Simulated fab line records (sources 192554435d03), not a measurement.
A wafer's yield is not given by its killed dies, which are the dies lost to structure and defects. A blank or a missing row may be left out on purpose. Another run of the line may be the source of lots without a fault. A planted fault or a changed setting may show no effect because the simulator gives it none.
A lot that was struck, set against a sound lot ; flow n5_finfet ; 16 out of 1938 route steps
Sound: these wafers, L211.2, L211.3, L211.5. Struck: wafer L221.1. (L221.5 of the same lot was not struck and is left out.) The cause comes at the end.
For every step that has rows: the tool of each side, followed by ch and its chambers, followed by its first start. Under that, the readings that differ: sound wafers ; struck wafers ; difference of the means ; sigmas: that difference in standard deviations of wafers without a fault.
alike: words and numbers the same on both sides, and readings whose means are apart by under 2 such deviations; not compared: readings that were withheld, readings missing a value for some wafer, numbers with overlapping values and no deviation given by the record, and bounds like >300 which may hide the same value.
A row with sigmas, a row that says differs or no value, or rows on one side alone: a step with any of these is where the two part. When numbers do not overlap yet have no deviation, they are printed without sigmas and do not part them. A reading that every wafer of one side lacks parts them only if that side has two wafers or more.

first, 7 steps without rows for these wafers: N5_BEOL_M4_COAT_76 (time 60 s, resist thk 5 nm); N5_BEOL_M4_COAT_22 (resist thk 30 nm); N5_BEOL_M4_EBR_24; N5_BEOL_M4_SOFTBAKE_23 (time 60 s); N5_BEOL_M4_EXPOSE_25 (exposes mask V3, defocus 5 nm); N5_BEOL_M4_PEB_26 (peb time 60 s); N5_BEOL_M4_DEVELOP_27 (develop time 30 s).
N5_BEOL_M4_CD_MEAS_28: target cd 26.2 nm, target cd y 24.1 nm.
  sound on cd_sem-01 ch 0, day 8 20:23; struck on cd_sem-03 ch 0, day 12 22:11
  alike: cd_nm
N5_BEOL_M4_OVL_MEAS_29:
  sound on overlay-02 ch 0, day 8 20:25; struck on overlay-02 ch 0, day 12 22:13
  alike: V3_OVL
N5_BEOL_M4_INSPECT_30: inspects for defects (brightfield).
  sound: defect_inspect-02 at day 8 20:28; struck: defect_inspect-02 at day 12 22:17
  alike: raw_defect_count
N5_BEOL_M4_DESCUM_33: chemistry O2, time 7 s.
  sound on rie_diel-05 ch 2,3, day 8 20:30; struck on rie_diel-04 ch 0, day 12 22:19
  alike: drypump_motor_current_A, oes_product_au, rf_vpp_V, showerhead_plenum_p_Torr, throttle_valve_pct
  not compared: rf_hours_counter_h
N5_BEOL_M4_ETCH_77: etches underlayer in N2/H2, target depth 6.5 nm, time 5.2 s.
  sound on rie_diel-05 ch 2,3, day 8 20:32; struck on rie_diel-04 ch 0, day 12 22:22
  alike: drypump_motor_current_A, etch_rf_on_time_s, oes_product_au, rf_vpp_V, showerhead_plenum_p_Torr, throttle_valve_pct
  not compared: rf_hours_counter_h
N5_BEOL_M4_ETCH_69: etches SiARC in CF4, target depth 15.6 nm, time 26 s.
  sound on rie_diel-05 ch 2,3, day 8 20:33; struck on rie_diel-04 ch 0, day 12 22:22
reading;sound;struck;difference;sigmas
etch_rf_on_time_s (s);25.8 25.8 25.4;41.0;+15.3;+45
  alike: drypump_motor_current_A, oes_product_au, rf_vpp_V, showerhead_plenum_p_Torr, throttle_valve_pct
  not compared: rf_hours_counter_h
N5_BEOL_M4_ALD_98: deposits SiO2, target thk 2.5 nm, pulse time 1 s, co reactant pulse time 1 s.
  sound on ald_sin-01 ch 0,3, day 8 21:43; struck on ald_sin-04 ch 0, day 12 22:28
  alike: heater_power_w, precursor_pulse_height_rel
N5_BEOL_M4_RC_MEAS_101:
  sound on prober-02 ch 0, day 9 11:05; struck on prober-01 ch 0, day 13 20:31
reading;sound;struck;difference;sigmas
ION_N (uA/um);688 693 685;661;-28;-3
ION_P (uA/um);472 478 467;454;-18;-3
  alike: DIBL_N, DIBL_P, IOFF_N, IOFF_P, SS_N, SS_P, VT_N, VT_P
N5_PASSIVATION_PROBE_49:
  sound wafers here have rows in the record (prober-02, day 14 07:18); struck ones have none

== WHERE THEY PART ==
Earliest at N5_BEOL_M4_ETCH_69; latest, in this record, at N5_PASSIVATION_PROBE_49.

WHY: whatever the simulator had introduced
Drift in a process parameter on rie_diel-04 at N5_BEOL_M4_ETCH_69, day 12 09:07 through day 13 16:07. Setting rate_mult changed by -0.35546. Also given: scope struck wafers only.
